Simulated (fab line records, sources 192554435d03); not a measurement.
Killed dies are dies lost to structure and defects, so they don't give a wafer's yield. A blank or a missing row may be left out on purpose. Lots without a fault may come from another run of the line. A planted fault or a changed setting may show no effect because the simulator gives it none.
Chamber matching | flow n5_finfet | N5_BEOL_M4_ILD_DEP_00 on pecvd-04: 3 sister chambers
The step deposits SiOC from DEMS/O2, target thk 79 nm, time 15.3 s. 6 wafers are shown with their chamber, then 12 later ones without.

WAFERS WITH THEIR CHAMBER
wafer  | chamber | heater_power_w (W) | showerhead_plenum_p_Torr (Torr)
L089.5 | 0       | 358                | 5.688
L088.1 | 2       | 620                | 5.728
L088.6 | 0       | 360                | 5.687
L090.1 | 1       | 353                | 5.676
L090.3 | 2       | 629                | 5.720
L090.4 | 1       | 276                | 5.666

WAFERS WITHOUT THEIR CHAMBER
wafer  | heater_power_w (W) | showerhead_plenum_p_Torr (Torr)
L091.2 | 569                | 5.713
L091.5 | 305                | 5.662
L091.6 | 564                | 5.716
L092.1 | 620                | 5.709
L092.2 | 328                | 5.661
L092.4 | 627                | 5.723
L095.3 | 581                | 5.716
L095.4 | 284                | 5.670
L095.6 | 607                | 5.714
L097.1 | 621                | 5.716
L097.3 | 325                | 5.665
L097.5 | 324                | 5.654

WHICH CHAMBER EACH WENT THROUGH
wafer  | from the rows above | in truth
L091.2 | 2                   | 2
L091.5 | 1                   | 1
L091.6 | 2                   | 2
L092.1 | 2                   | 2
L092.2 | 1                   | 1
L092.4 | 2                   | 2
L095.3 | 2                   | 2
L095.4 | 1                   | 1
L095.6 | 2                   | 2
L097.1 | 2                   | 2
L097.3 | 1                   | 1
L097.5 | 1                   | 1
Placed correctly: 12 of 12. Can't be placed from these rows: 0. Placed wrongly: 0.
How it was worked out, from the rows above alone: a wafer's distance from a chamber is the root of the sum, over the readings, of the square of ((its reading less the chamber's mean) divided by the reading's scatter). The wafer belongs to the nearest chamber; if the next one is less than 2 further off, it can't be placed. A chamber's mean is the mean of its shown wafers. The scatter: the root of (the sum of the squares of (reading less its chamber's mean) over the shown wafers, divided by (wafers less chambers)).
